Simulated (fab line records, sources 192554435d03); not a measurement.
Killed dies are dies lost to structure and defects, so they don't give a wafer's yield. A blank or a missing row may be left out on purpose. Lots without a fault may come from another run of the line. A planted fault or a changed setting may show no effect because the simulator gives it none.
fab line records | flow n5_finfet
record lots=7 wafers=20 last_day=17
route steps=1938 shown BEOL_M0@719 BEOL_M4@1111 PASSIVATION@1936
lots that met no fault: from a run of the same line without faults
start_h: hours from the record's first day to the start of the lot's first wafer shown | wait_h: hours since the lot's step before | " the same as in the row above | L1.1+2: a row that stands for several wafers | - no value, or no start given | * or withheld: withheld | < > ~ a bound
route shown NAME@n: a module of which the file shows steps, and the number in the route of the first | usual: mean/standard deviation of fault-free wafers | same: alike in all rows | chamber/n: place in a boat | sites: the reading at each site | _std_site: their standard deviation | _edge_site: outer sites' mean less inner sites' | radius_mm: how far each site lies from the wafer's centre | mask NAME#n: copy n | behind: the tool/chamber that last shaped the wafer | hold: why the lot was held/for how many hours/how that ended | device: the transistor (n, p or np) that didn't switch | end of line: the same wafers' tests at the end of the route | a step without rows: its recipe alone | killed: dies lost to structure and defects at the first sort, not the wafer's yield | map: a wafer's dies, x killed, . not, _ none there
set.NAME: the setting as run; set.NAME@STEP: as run at that earlier step | model.NAME: the simulator's own value behind a step, which no gauge read
lots at some steps of the route; a table a step, a row a wafer
services: from which hour (start_h, from the record's first day; less than 0 if before it) a tool's chamber was out of use, for how many hours, and why
## steps
# step N5_BEOL_M0_WET_ETCH_106
# recipe chemistry=DHF dilution=10:1 temp_c=25 target=SiO2 target_depth_a=1300 dry=ipa_marangoni rinse_time_s=30 rinse_temp_c=23
# step N5_BEOL_M0_ETCH_128
# recipe chemistry=CF4/N2 target_depth_a=120 overetch_a=51 target=SiCN time_s=21.4 ion_energy_ev=150 pressure_mtorr=40 source_w=430 bias_w=70 Ar_flow_sccm=100 cf4_flow_sccm=60 n2_flow_sccm=60
# step N5_BEOL_M0_TRENCH_ETCH_107
# recipe chemistry=C4F6/O2 target_depth_a=328 target=SiOC time_s=16.4 ion_energy_ev=250 pressure_mtorr=30 source_w=355 bias_w=185 Ar_flow_sccm=300 C4F6_flow_sccm=10 O2_flow_sccm=10
# step N5_BEOL_M0_STRIP_142
# recipe chemistry=N2/H2 time_s=10 power_w=450 temp_c=40 pressure_mtorr=20 rf_frequency_hz=6e+07 bias_power_w=7 n2_flow_sccm=200 h2_flow_sccm=200
# usual drypump_motor_current_A=5.7/0.52 oes_product_au=0.78/0.078 rf_vpp_V=59.1/0.94 showerhead_plenum_p_Torr=2.52/0.098 throttle_valve_pct=23.76/0.3
# columns lot.wafer tool chamber start_h wait_h drypump_motor_current_A oes_product_au rf_hours_counter_h rf_vpp_V showerhead_plenum_p_Torr throttle_valve_pct
L815.3 rie_diel-06 1 113.62 0.0 5.6 0.74 162 57.1 2.32 23.60
L815.5 " 2 " " 5.6 0.98 - 60.1 2.58 23.13
L815.6 " 1 " " 5.6 0.74 - 58.2 2.32 23.62
L819.2 rie_diel-04 0 136.95 0.0 6.1 0.76 128 59.3 2.67 24.05
L819.3 " 1 " " 5.8 0.89 26 58.8 2.59 23.94
L819.4 " 1 " " 5.8 0.90 - 60.9 2.59 23.94
L831.2 rie_diel-04 0 210.22 0.0 6.0 0.74 143 60.7 2.66 24.09
L831.3 " 1 " " 5.8 0.85 57 58.1 2.57 23.98
L831.5 " 0 " " 6.0 0.74 - 60.3 2.66 24.08
L832.2 rie_diel-06 3 218.85 0.0 5.1 0.89 25 58.5 2.48 23.61
L832.6 " 2 " " 5.6 0.88 - 58.9 2.57 23.18
L833.1 rie_diel-04 3 224.47 0.0 4.9 0.71 175 57.8 2.43 23.97
L833.2 " 0 " " 6.1 0.74 148 59.4 2.66 24.08
L833.3 " 2 " " 4.9 0.69 220 60.2 2.61 23.59
L836.2 rie_diel-04 2 243.66 0.0 4.9 0.69 228 59.3 2.61 23.62
L836.5 " 0 " " 6.0 0.73 - 58.9 2.66 24.09
L836.6 " 3 " " 4.9 0.72 - 58.6 2.43 23.98
L837.2 rie_diel-06 0 252.56 0.0 6.5 0.95 12 59.9 2.50 23.90
L837.4 " 3 " " 5.1 0.88 - 60.4 2.48 23.63
L837.6 " 0 " " 6.5 0.95 - 58.2 2.50 23.90
# step N5_BEOL_M0_OCD_MEAS_108
# usual trench_depth_nm=32.9/0.71
# columns lot.wafer tool chamber start_h wait_h trench_depth_nm
L815.3 ocd-02 - 113.70 0.1 33.4
L815.5 " - " " 33.2
L815.6 " - " " 33.1
L819.2 ocd-02 - 137.04 0.1 32.7
L819.3 " - " " 32.5
L819.4 " - " " 32.8
L831.2 ocd-01 - 210.30 0.1 32.7
L831.3 " - " " 33.4
L831.5 " - " " 32.8
L832.2 ocd-02 - 218.93 0.1 34.0
L832.6 " - " " 33.4
L833.1 ocd-02 - 224.55 0.1 32.9
L833.2 " - " " 32.8
L833.3 " - " " 31.5
L836.2 ocd-02 - 243.75 0.1 31.6
L836.5 " - " " 33.3
L836.6 " - " " 32.5
L837.2 ocd-02 - 252.64 0.1 32.9
L837.4 " - " " 33.3
L837.6 " - " " 32.0
# step N5_BEOL_M0_HM_STRIP_129
# recipe chemistry=peroxide_tin_strip material=TiN target_depth_a=170 temp_c=50 time_s=108
# step N5_BEOL_M0_SRD_130
# recipe time_s=30 temp_c=23 rinse_liquid=diw dry=ipa_marangoni
# step N5_BEOL_M0_ETCH_109
# recipe chemistry=CH3F/O2 target_depth_a=80 overetch_a=24 target=SiCN time_s=27.4 ion_energy_ev=120 pressure_mtorr=30 source_w=395 bias_w=75 Ar_flow_sccm=150 CH3F_flow_sccm=30 O2_flow_sccm=20
# step N5_BEOL_M0_STRIP_139
# recipe chemistry=post_etch_residue_remover time_s=60 temp_c=25 remover_ph=withheld remover_water_wt_pct=withheld remover_fluoride_wt_pct=withheld
# step N5_BEOL_M0_SRD_111
# recipe time_s=30 temp_c=23 rinse_liquid=diw dry=ipa_marangoni
# step N5_BEOL_M0_DEGAS_112
# recipe ambient=vacuum temp_c=250 time_s=60
# step N5_BEOL_M0_PRE_CLEAN_113
# recipe gas=H2/He time_s=30 temp_c=250
# usual heater_power_w=347/24
# columns lot.wafer tool chamber start_h wait_h heater_power_w
L815.3 pvd_sputter-03 - 114.93 0.0 334
L815.5 " - " " 390
L815.6 " - " " 335
L819.2 pvd_sputter-02 - 138.93 0.0 382
L819.3 " - " " 355
L819.4 " - " " 351
L831.2 pvd_sputter-01 - 211.08 0.0 339
L831.3 " - " " 325
L831.5 " - " " 357
L832.2 pvd_sputter-01 - 219.27 0.0 354
L832.6 " - " " 326
L833.1 pvd_sputter-03 - 225.31 0.0 323
L833.2 " - " " 335
L833.3 " - " " 413
L836.2 pvd_sputter-03 - 244.49 0.0 330
L836.5 " - " " 343
L836.6 " - " " 324
L837.2 pvd_sputter-02 - 253.14 0.0 353
L837.4 " - " " 351
L837.6 " - " " 356
# step N5_BEOL_M0_ALD_136
# recipe material=TaN target_thk_a=* temp_c=275 ald_precursor_family=PDMAT ald_co_reactant=NH3 pressure_torr=3 carrier_flow_sccm=1500 pulse_time_s=2 purge_time_s=3 co_reactant_purge_time_s=2 co_reactant_pulse_time_s=3 ald_cycles=30 precursor_vessel_temp_c=75 precursor_vessel_pressure_torr=26.25 precursor_vessel_carrier_sccm=1000
# usual ald_cycles=30/0 heater_power_w=425/54 precursor_vessel_carrier_sccm=1000.0/3
# columns lot.wafer tool chamber start_h wait_h ald_cycles heater_power_w precursor_vessel_carrier_sccm model.TaN_of_BEOL_M0_ALD_136.thk_nm
L815.3 ald_metal-01 0 115.01 0.1 30 414 1000.8 *
L815.5 " 0 " " 30 428 1001.6 *
L815.6 " 1 " " 30 325 1001.2 *
L819.2 ald_metal-03 3 138.99 0.0 30 342 1003.0 *
L819.3 " 2 " " 30 436 999.9 *
L819.4 " 1 " " 30 459 997.2 *
L831.2 ald_metal-03 0 211.16 0.1 37 514 1000.9 *
L831.3 " 3 " " 30 348 1003.0 *
L831.5 " 3 " " 30 348 1002.8 *
L832.2 ald_metal-03 3 219.34 0.0 37 353 1001.1 *
L832.6 " 1 " " 37 475 996.9 *
L833.1 ald_metal-03 1 225.54 0.2 30 473 999.7 *
L833.2 " 3 " " 37 353 993.3 *
L833.3 " 2 " " 30 432 1001.1 *
L836.2 ald_metal-02 1 244.64 0.1 30 440 1000.7 *
L836.5 " 3 " " 30 473 1000.0 *
L836.6 " 2 " " 30 459 998.4 *
L837.2 ald_metal-01 2 253.43 0.3 30 435 1001.9 *
L837.4 " 3 " " 30 435 999.3 *
L837.6 " 2 " " 30 430 998.3 *
# step N5_BEOL_M0_SURFACE_TREAT_137
# recipe gas=Ar time_s=* ion_energy_ev=* ion_current_ma_cm2=0.5 pressure_mtorr=* ar_flow_sccm=30
# step N5_BEOL_M0_CVD_115
# recipe material=Co target_thk_a=* temp_c=withheld precursor=CCTBA/H2 pressure_torr=30 time_s=120
# step N5_BEOL_M0_SPUTTER_116
# recipe material=Cu target_thk_a=40 temp_c=-20 chamber_pressure_pa=0.07 power_w=withheld time_s=7.37
# step N5_BEOL_M0_ANNEAL_117
# recipe temp_c=400 time_s=60 ambient=vacuum
# usual heater_power_w=870/57
# columns lot.wafer tool chamber start_h wait_h heater_power_w
L815.3 pvd_sputter-03 - 115.89 0.0 821
L815.5 " - " " 855
L815.6 " - " " 817
L819.2 pvd_sputter-01 - 140.14 0.0 804
L819.3 " - " " 864
L819.4 " - " " 912
L831.2 pvd_sputter-03 - 212.62 0.0 984
L831.3 " - " " 816
L831.5 " - " " 844
L832.2 pvd_sputter-01 - 221.53 0.0 816
L832.6 " - " " 785
L833.1 pvd_sputter-03 - 227.71 0.0 806
L833.2 " - " " 830
L833.3 " - " " 846
L836.2 pvd_sputter-01 - 245.44 0.0 808
L836.5 " - " " 824
L836.6 " - " " 791
L837.2 pvd_sputter-03 - 255.62 0.0 843
L837.4 " - " " 846
L837.6 " - " " 810
# step N5_BEOL_M0_SPUTTER_132
# recipe material=Cu target_thk_a=40 temp_c=-20 chamber_pressure_pa=0.07 power_w=withheld time_s=7.37
# usual throttle_valve_pct=30.3/1
# columns lot.wafer tool chamber start_h wait_h throttle_valve_pct
L815.3 pvd_sputter-03 - 115.93 0.0 28.9
L815.5 " - " " 30.5
L815.6 " - " " 28.6
L819.2 pvd_sputter-01 - 140.18 0.0 31.2
L819.3 " - " " 32.8
L819.4 " - " " 30.3
L831.2 pvd_sputter-03 - 212.66 0.0 28.9
L831.3 " - " " 31.2
L831.5 " - " " 30.4
L832.2 pvd_sputter-01 - 221.57 0.0 30.2
L832.6 " - " " 30.5
L833.1 pvd_sputter-03 - 227.75 0.0 31.3
L833.2 " - " " 28.7
L833.3 " - " " 30.5
L836.2 pvd_sputter-01 - 245.48 0.0 30.2
L836.5 " - " " 31.3
L836.6 " - " " 30.3
L837.2 pvd_sputter-03 - 255.66 0.0 30.4
L837.4 " - " " 28.4
L837.6 " - " " 31.3
# step N5_BEOL_M0_ANNEAL_133
# recipe temp_c=400 time_s=60 ambient=vacuum
# usual heater_power_w=872/56
# columns lot.wafer tool chamber start_h wait_h heater_power_w
L815.3 pvd_sputter-03 - 116.01 0.0 831
L815.5 " - " " 832
L815.6 " - " " 846
L819.2 pvd_sputter-01 - 140.26 0.0 789
L819.3 " - " " 870
L819.4 " - " " 913
L831.2 pvd_sputter-03 - 212.74 0.0 997
L831.3 " - " " 806
L831.5 " - " " 863
L832.2 pvd_sputter-01 - 221.65 0.0 794
L832.6 " - " " 794
L833.1 pvd_sputter-03 - 227.83 0.0 823
L833.2 " - " " 856
L833.3 " - " " 863
L836.2 pvd_sputter-01 - 245.56 0.0 805
L836.5 " - " " 808
L836.6 " - " " 818
L837.2 pvd_sputter-03 - 255.74 0.0 861
L837.4 " - " " 849
L837.6 " - " " 833
# step N5_BEOL_M0_SPUTTER_134
# recipe material=Cu target_thk_a=40 temp_c=-20 chamber_pressure_pa=0.07 power_w=withheld time_s=7.37
# step N5_BEOL_M0_ANNEAL_135
# recipe temp_c=400 time_s=60 ambient=vacuum
# step N5_BEOL_M0_SPUTTER_141
# recipe material=Cu target_thk_a=40 temp_c=-20 chamber_pressure_pa=0.07 power_w=withheld time_s=7.37
# step N5_BEOL_M0_ECD_118
# recipe material=Cu target_thk_a=3000
# step N5_BEOL_M0_ANNEAL_119
# recipe temp_c=225 time_s=90 ambient=N2
# step N5_BEOL_M0_CMP_120
# recipe stop_on=SiOC t_overpolish_s=6.9 down_force_psi=1 platen_rpm=50 clearing_platen_down_force_psi=1.5 clearing_platen_rpm=50 post_cmp_clean=cu_alkaline clearing_platen_pad_velocity_m_s=0.99484 pad_velocity_m_s=0.99484
# usual barrier_field_endpoint_s=3.63/0.12 motor_current_A=6.2/0.49 slurry_flow_ml_min=150.0/0.49
# columns lot.wafer tool chamber start_h wait_h barrier_field_endpoint_s motor_current_A slurry_flow_ml_min
L815.3 cmp-01 3 116.74 0.2 3.51 5.8 150.6
L815.6 " 1 " " 3.68 6.5 149.7
L815.5 " 2 " " 3.71 6.6 150.0
L819.2 cmp-01 2 141.17 0.2 3.66 6.9 149.6
L819.4 " 3 " " 3.65 6.0 150.1
L819.3 " 0 " " 3.50 5.4 149.8
L831.3 cmp-03 3 213.41 0.2 3.58 6.9 149.5
L831.2 " 2 " " 4.08 6.6 150.3
L831.5 " 0 " " 3.46 5.8 150.2
L832.2 cmp-04 0 222.80 0.5 3.86 5.6 150.8
L832.6 " 2 " " 3.91 6.5 150.5
L833.1 cmp-04 1 228.48 0.3 3.85 6.5 149.4
L833.2 " 3 " " 4.13 6.0 148.9
L833.3 " 0 " " 3.68 5.4 149.9
L836.2 cmp-03 2 246.71 0.2 3.83 6.4 150.1
L836.6 " 1 " " 3.57 6.0 149.2
L836.5 " 2 " " 3.69 6.7 149.1
L837.4 cmp-01 1 256.40 0.1 3.72 6.3 150.8
L837.2 " 0 " " 3.61 5.6 150.6
L837.6 " 2 " " 3.58 7.0 150.2
# step N5_BEOL_M4_RC_MEAS_101
# usual DIBL_N=35.9/1.9 DIBL_P=35.8/2.4 IOFF_N=0.15/0.031 IOFF_P=0.21/0.037 ION_N=672/13 ION_P=462/8.3 SS_N=71.5/0.72 SS_P=73.2/0.67 VT_N=250/3.4 VT_P=-250/3.4
# columns lot.wafer tool chamber start_h wait_h DIBL_N[mV/V] DIBL_P[mV/V] IOFF_N[nA/um] IOFF_P[nA/um] ION_N[uA/um] ION_P[uA/um] SS_N[mV/dec] SS_P[mV/dec] VT_N[mV] VT_P[mV]
L815.3 prober-02 0 167.26 0.3 36.2 35.7 0.14 0.19 676 466 70.9 72.5 249 -250
L815.5 " 0 " " 37.8 36.8 0.14 0.21 658 457 71.5 73.6 252 -251
L815.6 " 0 " " 38.5 38.9 0.17 0.23 683 467 71.6 74.1 249 -250
L819.2 prober-01 0 205.13 0.2 36.1 32.8 0.14 0.18 651 448 71.2 72.5 251 -252
L819.3 " 0 " " 37.3 34.8 0.16 0.20 669 459 71.8 73.5 250 -252
L819.4 " 0 " " 33.7 31.9 0.11 0.17 658 457 71.0 72.4 256 -254
L832.2 prober-02 0 261.13 0.2 39.6 39.5 0.21 0.29 684 476 71.4 74.8 243 -247
L832.6 " 0 " " 37.5 36.9 0.16 0.23 676 470 72.7 74.3 249 -248
L831.2 prober-01 0 264.47 0.2 34.8 33.7 0.13 0.17 664 455 71.0 73.2 253 -254
L831.3 " 0 " " 35.0 35.1 0.13 0.19 668 458 70.9 73.4 250 -251
L831.5 " 0 " " 35.1 35.4 0.15 0.19 676 463 70.8 73.2 250 -251
L833.1 prober-01 0 286.81 0.0 36.6 36.6 0.16 0.20 692 476 71.8 73.1 249 -251
L833.2 " 0 " " 39.5 39.0 0.20 0.24 691 469 72.5 74.2 249 -248
L833.3 " 0 " " 37.1 36.9 0.15 0.21 673 461 71.7 73.8 251 -250
L837.2 prober-01 0 310.18 0.2 36.0 36.0 0.15 0.20 682 470 71.4 74.1 248 -252
L837.4 " 0 " " 35.6 35.8 0.14 0.19 671 460 71.7 73.4 251 -253
L837.6 " 0 " " 37.9 39.3 0.19 0.25 694 471 72.8 74.7 248 -248
L836.2 prober-02 0 310.43 0.2 36.9 39.3 0.16 0.22 676 461 71.9 73.3 252 -251
L836.5 " 0 " " 37.1 39.7 0.17 0.23 689 464 71.8 73.2 246 -249
L836.6 " 0 " " 35.9 38.9 0.14 0.22 675 464 72.0 73.0 252 -250
# step N5_PASSIVATION_PROBE_49
# usual defect_limited_yield=91.6/1.2 killed_at_M0_to_M3=33/9.4 killed_at_M4_up=13/5.2 killed_at_contacts=13/5.6 killed_at_front_end=37/9.5 killed_at_other=4/3.1 killed_dies=99/15 killed_open=65/11 killed_short=32/7.5 sort_bin_5_function=4.9/0.77 sort_bin_6_memory=3.1/0.65 sort_n_pass=1081/15 sort_yield_pct=91.6/1.2
# same gross_dies=1180 killed_at_back_side=0 sort_bin_4_leakage[%]=0 sort_bin_8_speed[%]=0
# columns lot.wafer tool chamber start_h wait_h defect_limited_yield[%] killed_at_M0_to_M3 killed_at_M4_up killed_at_contacts killed_at_front_end killed_at_other killed_dies killed_open killed_short sort_bin_5_function[%] sort_bin_6_memory[%] sort_n_pass sort_yield_pct[%]
L815.3 prober-02 - 272.42 0.1 91.8 43 7 20 21 6 97 68 29 4.7 3.3 1083 91.8
L815.5 prober-02 - 272.52 0.2 91.4 60 7 7 26 2 102 73 29 5.8 2.7 1078 91.4
L815.6 prober-02 - 272.57 0.3 89.9 53 8 23 33 2 119 68 51 5.0 4.4 1061 89.9
L819.2 prober-02 - 322.33 0.1 92.1 35 15 8 34 1 93 70 22 5.4 2.3 1087 92.1
L819.3 prober-02 - 322.38 0.1 90.8 40 21 8 36 3 108 57 48 4.3 4.0 1072 90.8
L819.4 prober-02 - 322.43 0.2 91.4 28 26 13 32 2 101 68 33 5.7 2.6 1079 91.4
L831.2 prober-01 - 374.83 0.1 90.8 49 14 16 27 3 109 76 33 5.8 3.1 1071 90.8
L831.3 prober-01 - 374.88 0.1 90.2 42 16 24 34 0 116 82 33 6.0 3.8 1064 90.2
L831.5 prober-01 - 374.98 0.2 91.0 40 17 15 30 4 106 71 34 5.0 3.6 1074 91.0
L833.1 prober-01 - 393.91 0.0 90.3 44 10 16 39 5 114 85 27 5.4 4.2 1066 90.3
L833.2 prober-01 - 393.96 0.1 93.2 24 7 12 34 3 80 50 30 3.7 2.6 1100 93.2
L833.3 prober-01 - 394.01 0.1 90.7 37 9 12 38 14 110 68 40 5.1 3.8 1070 90.7
L837.2 prober-01 - 408.89 0.1 92.2 25 14 7 40 6 92 71 21 4.2 3.6 1088 92.2
L837.4 prober-01 - 408.99 0.2 91.4 32 5 12 45 7 101 58 43 5.5 2.7 1079 91.4
L837.6 prober-01 - 409.09 0.3 90.3 41 10 20 36 7 114 69 43 5.8 3.3 1066 90.3
L836.2 prober-02 - 417.52 0.1 91.8 27 10 8 49 3 97 61 30 4.9 2.6 1083 91.8
L836.5 prober-02 - 417.67 0.2 94.4 15 5 7 38 1 66 42 24 3.6 1.6 1114 94.4
L836.6 prober-02 - 417.72 0.3 91.3 31 8 21 38 5 103 60 42 5.0 3.4 1077 91.3
# killed by level:class
L815.3 MOL_CONTACT_COAG:geometric_particle:open=18 BEOL_M1:geometric_particle:open=11 BEOL_M0_SAQP:geometric_particle:open=8 BEOL_M0_SAQP:geometric_particle:short=6 BEOL_M3:geometric_particle:open=6 FIN_SAQP:geometric_particle:short=4 STI_FIN_REVEAL:geometric_particle:open=4 MIM_TOP_ETCH:geometric_particle:open=4
L815.5 BEOL_M0_SAQP:geometric_particle:open=18 BEOL_M1:geometric_particle:open=14 BEOL_M0_SAQP:geometric_particle:short=7 MOL_CONTACT_COAG:geometric_particle:open=6 FIN_SAQP:geometric_particle:short=5 STI_FIN_REVEAL:geometric_particle:open=5 BEOL_M3:geometric_particle:open=5 BEOL_M2:geometric_particle:open=5
L815.6 MOL_CONTACT_COAG:geometric_particle:open=18 BEOL_M0_SAQP:geometric_particle:short=14 BEOL_M2:geometric_particle:open=10 BEOL_M0_SAQP:geometric_particle:open=8 BEOL_M3:geometric_particle:open=7 BEOL_M2:geometric_particle:short=6 STARTING-WAFER:geometric_particle:short=6 FIN_SAQP:geometric_particle:short=5
L819.2 BEOL_M0_SAQP:geometric_particle:open=9 BEOL_M4:geometric_particle:open=9 BEOL_M2:geometric_particle:open=7 STARTING-WAFER:geometric_particle:open=7 BEOL_M0_SAQP:geometric_particle:short=5 BEOL_M3:geometric_particle:open=5 FIN_SAQP:geometric_particle:open=4 SPACER0:geometric_particle:open=4
L819.3 BEOL_M0_SAQP:geometric_particle:short=17 BEOL_M4:geometric_particle:open=12 BEOL_M2:geometric_particle:open=10 SPACER0:geometric_particle:short=7 MOL_CONTACT_COAG:geometric_particle:open=6 FIN_SAQP:geometric_particle:short=5 GATE_CUT:geometric_particle:open=5 GATE_CUT:geometric_particle:short=4
L819.4 BEOL_M4:geometric_particle:open=13 MOL_CONTACT_COAG:geometric_particle:open=10 BEOL_M2:geometric_particle:open=6 FIN_SAQP:geometric_particle:open=5 STI_FIN_REVEAL:geometric_particle:open=5 ILD0:geometric_particle:open=5 BEOL_M4:geometric_particle:short=5 BEOL_M0:geometric_particle:open=4
L831.2 BEOL_M0_SAQP:geometric_particle:open=12 MOL_CONTACT_COAG:geometric_particle:open=12 BEOL_M0_SAQP:geometric_particle:short=12 BEOL_M2:geometric_particle:open=9 STI_FIN_REVEAL:geometric_particle:open=8 BEOL_M4:geometric_particle:open=8 BEOL_M3:geometric_particle:open=7 FIN_SAQP:geometric_particle:open=6
L831.3 MOL_CONTACT_COAG:geometric_particle:open=19 BEOL_M0_SAQP:geometric_particle:short=7 BEOL_M0_SAQP:geometric_particle:open=7 BEOL_M2:geometric_particle:open=7 BEOL_M3:geometric_particle:open=7 FIN_SAQP:geometric_particle:open=6 FIN_SAQP:geometric_particle:short=5 STI_FIN_REVEAL:geometric_particle:open=5
L831.5 MOL_CONTACT_COAG:geometric_particle:open=14 BEOL_M4:geometric_particle:open=11 BEOL_M0_SAQP:geometric_particle:short=10 BEOL_M0_SAQP:geometric_particle:open=9 STI_FIN_REVEAL:geometric_particle:open=7 DUMMY_GATE:geometric_particle:open=7 BEOL_M1:geometric_particle:open=6 BEOL_M2:geometric_particle:short=5
L833.1 BEOL_M1:geometric_particle:open=16 FIN_SAQP:geometric_particle:open=13 MOL_CONTACT_COAG:geometric_particle:open=13 BEOL_M0_SAQP:geometric_particle:open=11 BEOL_M0_SAQP:geometric_particle:short=8 FIN_SAQP:geometric_particle:short=6 BEOL_M0:geometric_particle:open=5 BEOL_M4:geometric_particle:open=5
L833.2 MOL_CONTACT_COAG:geometric_particle:open=10 DUMMY_GATE:geometric_particle:open=8 BEOL_M0_SAQP:geometric_particle:short=8 FIN_SAQP:geometric_particle:open=6 FIN_SAQP:geometric_particle:short=6 STI_FIN_REVEAL:geometric_particle:open=4 BEOL_M0_SAQP:geometric_particle:open=4 STARTING-WAFER:geometric_particle:short=4
L833.3 FIN_SAQP:geometric_particle:open=15 BEOL_M0_SAQP:geometric_particle:short=12 MOL_CONTACT_COAG:geometric_particle:open=9 BEOL_M0_SAQP:geometric_particle:open=9 BEOL_M2:geometric_particle:open=8 FIN_SAQP:geometric_particle:short=7 DUMMY_GATE:geometric_particle:open=5 MIM_BOT:geometric_particle:open=5
L837.2 FIN_SAQP:geometric_particle:open=13 BEOL_M2:geometric_particle:open=9 BEOL_M0_SAQP:geometric_particle:open=9 FIN_SAQP:geometric_particle:short=7 BEOL_M4:geometric_particle:open=7 MOL_CONTACT_COAG:geometric_particle:open=6 STI_FIN_REVEAL:geometric_particle:open=5 DUMMY_GATE:geometric_particle:open=4
L837.4 STI_FIN_REVEAL:geometric_particle:open=11 BEOL_M3:geometric_particle:open=9 BEOL_M0_SAQP:geometric_particle:short=8 MOL_CONTACT_COAG:geometric_particle:open=7 FIN_SAQP:geometric_particle:short=6 FIN_SAQP:geometric_particle:open=6 BEOL_M2:geometric_particle:open=6 MOL_CONTACT_COAG:geometric_particle:short=5
L837.6 MOL_CONTACT_COAG:geometric_particle:open=17 BEOL_M0_SAQP:geometric_particle:short=13 BEOL_M4:geometric_particle:open=8 BEOL_M0_SAQP:geometric_particle:open=8 FIN_SAQP:geometric_particle:open=5 FIN_SAQP:geometric_particle:short=5 BEOL_M2:geometric_particle:open=5 BEOL_M1:geometric_particle:open=5
L836.2 FIN_SAQP:geometric_particle:open=15 BEOL_M0_SAQP:geometric_particle:short=10 MOL_CONTACT_COAG:geometric_particle:open=8 BEOL_M0_SAQP:geometric_particle:open=8 FIN_SAQP:geometric_particle:short=6 BEOL_M3:geometric_particle:open=5 HKMG_FIN:area_etch=5 STI_FIN_REVEAL:geometric_particle:open=4
L836.5 STI_FIN_REVEAL:geometric_particle:open=16 FIN_SAQP:geometric_particle:short=8 MOL_CONTACT_COAG:geometric_particle:open=7 BEOL_M1:geometric_particle:open=5 BEOL_M1:geometric_particle:short=3 FIN_SAQP:geometric_particle:open=2 STI_FIN_REVEAL:geometric_particle:short=2 ILD0:geometric_particle:open=2
L836.6 MOL_CONTACT_COAG:geometric_particle:open=15 FIN_SAQP:geometric_particle:short=12 BEOL_M0_SAQP:geometric_particle:short=8 STI_FIN_REVEAL:geometric_particle:open=7 BEOL_M3:geometric_particle:open=7 MOL_CONTACT_COAG:geometric_particle:short=6 BEOL_M0_SAQP:geometric_particle:open=5 BEOL_M1:geometric_particle:open=5
## services
# columns tool chamber start_h hours kind
pvd_sputter-03 - 99.64 2.2 repair
pvd_sputter-03 - 107.67 2.0 repair
pvd_sputter-03 - 113.99 0.9 repair
cmp-03 - 122.31 4.0 pm
cmp-04 - 126.40 0.5 repair
pvd_sputter-01 - 129.15 1.9 repair
cmp-04 - 132.51 3.9 repair
cmp-03 - 137.84 5.7 pm
ald_metal-01 - 144.94 6.0 pm
ald_metal-03 - 156.11 8.7 pm
cmp-03 - 157.44 0.8 repair
rie_diel-04 0 167.03 32.6 repair
cmp-04 - 168.52 7.0 pm
cmp-03 - 178.16 0.6 repair
rie_diel-04 3 191.39 5.6 repair
cmp-03 - 192.81 6.1 repair
ald_metal-03 2 196.79 18.2 repair
cmp-04 - 202.78 8.0 repair
ald_metal-03 3 203.64 4.5 repair
cmp-01 - 208.03 0.7 repair
rie_diel-06 - 226.50 4.3 pm
ald_metal-03 - 233.30 28.1 pm
pvd_sputter-02 - 238.19 1.5 repair
rie_diel-06 2 244.62 10.0 repair
## key
first_sign step=N5_BEOL_M0_ALD_136 reading=ald_cycles direction=up sigmas=99+ usual=* struck=*
effect step=N5_BEOL_M0_CMP_120 reading=barrier_field_endpoint_s direction=up sigmas=3 usual=3.63 struck=4.00
model_effect step=N5_BEOL_M0_ALD_136 value=TaN_of_BEOL_M0_ALD_136.thk_nm without=* struck=*
met_at N5_BEOL_M0_ALD_136
struck_wafers L831.2,L832.2,L832.6,L833.2
onset_between 138.99 211.16
fault kind=process_parameter_drift tool=ald_metal-03 chamber=- onset_h=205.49 steps=N5_BEOL_M0_ALD_136 channel=ald_cycles offset=* shape=step end_h=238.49 scope=struck_wafers_only acts_in=* stated=*
